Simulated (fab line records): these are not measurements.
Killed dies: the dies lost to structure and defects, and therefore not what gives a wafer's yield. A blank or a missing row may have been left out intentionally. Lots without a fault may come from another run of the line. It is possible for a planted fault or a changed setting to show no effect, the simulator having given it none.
Split-lot study || flow n5_finfet || on a route of 1938 steps: 7 lots, 21 wafers read

## ABOUT THE SPLIT
At N5_GATE_CUT_COAT_27 (time 60 s, resist thk 10 nm), the setting spin_rpm was moved away from the recipe's 1500 rpm on 4 of the 21 wafers read, by -3.9% to +6.8%. This setting was run at the recipe's value on the other wafers.

## FROM THE SPLIT TO THE READING: what the file shows between them, 7 steps
- N5_GATE_CUT_COAT_07: resist thk 30 nm (also split here: spin_rpm)
- N5_GATE_CUT_EBR_09
- N5_GATE_CUT_SOFTBAKE_08: time 60 s
- N5_GATE_CUT_EXPOSE_10: exposes mask GATE CUT, target cd 20 nm
- N5_GATE_CUT_PEB_11: peb time 60 s
- N5_GATE_CUT_DEVELOP_12: develop time 30 s
- N5_GATE_CUT_DESCUM_18: chemistry O2, time 7 s

## THE READING
etch.depth_nm (the simulator's own value, which no gauge read), in nm, at N5_GATE_CUT_ETCH_28 (etches underlayer in N2/H2, target depth 13 nm, time 10.4 s). No usual value for it is given in the file. Average 10.016 nm, standard deviation 0.042 nm, over the 17 wafers here run with the recipe.

{"wafer": "L078.1", "tool, chamber at the split": "litho_track-02, 0", "spin_rpm as run, rpm": 1500, "against the recipe": "recipe", "etch.depth_nm, nm": 9.93, "against lot-mates on the recipe": "-"}
{"wafer": "L078.5", "tool, chamber at the split": "litho_track-02, 0", "spin_rpm as run, rpm": 1500, "against the recipe": "recipe", "etch.depth_nm, nm": 9.98, "against lot-mates on the recipe": "-"}
{"wafer": "L078.6", "tool, chamber at the split": "litho_track-02, 0", "spin_rpm as run, rpm": 1442, "against the recipe": "-3.9%", "etch.depth_nm, nm": 10.17, "against lot-mates on the recipe": "+0.215"}
{"wafer": "L079.1", "tool, chamber at the split": "litho_track-03, 0", "spin_rpm as run, rpm": 1500, "against the recipe": "recipe", "etch.depth_nm, nm": 9.975, "against lot-mates on the recipe": "-"}
{"wafer": "L079.3", "tool, chamber at the split": "litho_track-03, 0", "spin_rpm as run, rpm": 1500, "against the recipe": "recipe", "etch.depth_nm, nm": 9.987, "against lot-mates on the recipe": "-"}
{"wafer": "L079.5", "tool, chamber at the split": "litho_track-03, 0", "spin_rpm as run, rpm": 1500, "against the recipe": "recipe", "etch.depth_nm, nm": 9.983, "against lot-mates on the recipe": "-"}
{"wafer": "L085.1", "tool, chamber at the split": "litho_track-03, 0", "spin_rpm as run, rpm": 1500, "against the recipe": "recipe", "etch.depth_nm, nm": 9.991, "against lot-mates on the recipe": "-"}
{"wafer": "L085.5", "tool, chamber at the split": "litho_track-03, 0", "spin_rpm as run, rpm": 1500, "against the recipe": "recipe", "etch.depth_nm, nm": 10.02, "against lot-mates on the recipe": "-"}
{"wafer": "L085.6", "tool, chamber at the split": "litho_track-03, 0", "spin_rpm as run, rpm": 1577, "against the recipe": "+5.1%", "etch.depth_nm, nm": 9.758, "against lot-mates on the recipe": -0.248}
{"wafer": "L087.1", "tool, chamber at the split": "litho_track-01, 0", "spin_rpm as run, rpm": 1500, "against the recipe": "recipe", "etch.depth_nm, nm": 10.09, "against lot-mates on the recipe": "-"}
{"wafer": "L087.5", "tool, chamber at the split": "litho_track-01, 0", "spin_rpm as run, rpm": 1500, "against the recipe": "recipe", "etch.depth_nm, nm": 10.08, "against lot-mates on the recipe": "-"}
{"wafer": "L087.6", "tool, chamber at the split": "litho_track-01, 0", "spin_rpm as run, rpm": 1500, "against the recipe": "recipe", "etch.depth_nm, nm": 10.09, "against lot-mates on the recipe": "-"}
{"wafer": "L090.2", "tool, chamber at the split": "litho_track-01, 0", "spin_rpm as run, rpm": 1602, "against the recipe": "+6.8%", "etch.depth_nm, nm": 9.711, "against lot-mates on the recipe": -0.309}
{"wafer": "L090.4", "tool, chamber at the split": "litho_track-01, 0", "spin_rpm as run, rpm": 1500, "against the recipe": "recipe", "etch.depth_nm, nm": 10.02, "against lot-mates on the recipe": "-"}
{"wafer": "L090.5", "tool, chamber at the split": "litho_track-01, 0", "spin_rpm as run, rpm": 1602, "against the recipe": "+6.8%", "etch.depth_nm, nm": 9.7, "against lot-mates on the recipe": -0.320}
{"wafer": "L092.2", "tool, chamber at the split": "litho_track-03, 0", "spin_rpm as run, rpm": 1500, "against the recipe": "recipe", "etch.depth_nm, nm": 9.995, "against lot-mates on the recipe": "-"}
{"wafer": "L092.5", "tool, chamber at the split": "litho_track-03, 0", "spin_rpm as run, rpm": 1500, "against the recipe": "recipe", "etch.depth_nm, nm": 10.01, "against lot-mates on the recipe": "-"}
{"wafer": "L092.6", "tool, chamber at the split": "litho_track-03, 0", "spin_rpm as run, rpm": 1500, "against the recipe": "recipe", "etch.depth_nm, nm": 10.01, "against lot-mates on the recipe": "-"}
{"wafer": "L096.1", "tool, chamber at the split": "litho_track-03, 0", "spin_rpm as run, rpm": 1500, "against the recipe": "recipe", "etch.depth_nm, nm": 10.02, "against lot-mates on the recipe": "-"}
{"wafer": "L096.3", "tool, chamber at the split": "litho_track-03, 0", "spin_rpm as run, rpm": 1500, "against the recipe": "recipe", "etch.depth_nm, nm": 10.05, "against lot-mates on the recipe": "-"}
{"wafer": "L096.4", "tool, chamber at the split": "litho_track-03, 0", "spin_rpm as run, rpm": 1500, "against the recipe": "recipe", "etch.depth_nm, nm": 10.04, "against lot-mates on the recipe": "-"}

THE FIT
A straight line over all 21 wafers: etch.depth_nm changes by -0.0457 nm for each +1% of spin_rpm; r = -0.94; the points scatter about the line by 0.041 nm.
The same after taking each lot's own level away (the mean of its wafers on the recipe; 21 wafers): -0.048 nm for each +1%; r = -0.99; scatter 0.014 nm.
That fit puts the effect of the largest move of spin_rpm on the reading at 0.33 nm.
The span of the lots' own levels, 9.9550 to 10.0867 nm, comes to 3.1 times the standard deviation stated above.
Consequently the slope shifts little with the lot-to-lot level, the two slopes agreeing.
Check: -0.331 nm against its lot-mates is what the line predicts for one of the wafers moved furthest among these (+6.8%) when that wafer is left out of the fit. It came out at -0.309 nm against them.

## THE OTHER SPLITS THESE WAFERS WENT THROUGH
Note: prior to the reading, these wafers also went through further splits. Each is held against what the fit with the lots' levels taken away leaves over:
{"other split on the same wafers": "N5_HKMG_FIN_DEVELOP_11 develop_time_s", "wafers away from the commonest value": 9, "r with etch.depth_nm (lot level and that fit taken away)": -0.07}
{"other split on the same wafers": "N5_GATE_CUT_COAT_07 spin_rpm", "wafers away from the commonest value": 7, "r with etch.depth_nm (lot level and that fit taken away)": -0.16}

## THE WHOLE CHAIN: every reading that the file lists as answering this split, in the file's order
{"step": "N5_GATE_CUT_ETCH_28", "what it does": "etches underlayer in N2/H2, target depth 13 nm, time 10.4 s", "reading": "etch.depth_nm (the simulator's own value, which no gauge read)", "change (the file's fit)": "-0.0481 nm for each +1% of the setting", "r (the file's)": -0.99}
{"step": "N5_GATE_CUT_ETCH_36", "what it does": "etches SiARC in CF4, target depth 13 nm, time 21.7 s", "reading": "CAR-EUV_of_GATE_CUT_COAT_07.thk_nm (the simulator's own value, which no gauge read)", "change (the file's fit)": "+0.0603 nm for each +1% of the setting, in a fit together with spin_rpm@GATE_CUT_COAT_07", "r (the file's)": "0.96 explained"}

## FILE'S OWN FIT
etch.depth_nm changes by -0.0481 nm for each +1% of spin_rpm, r = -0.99.
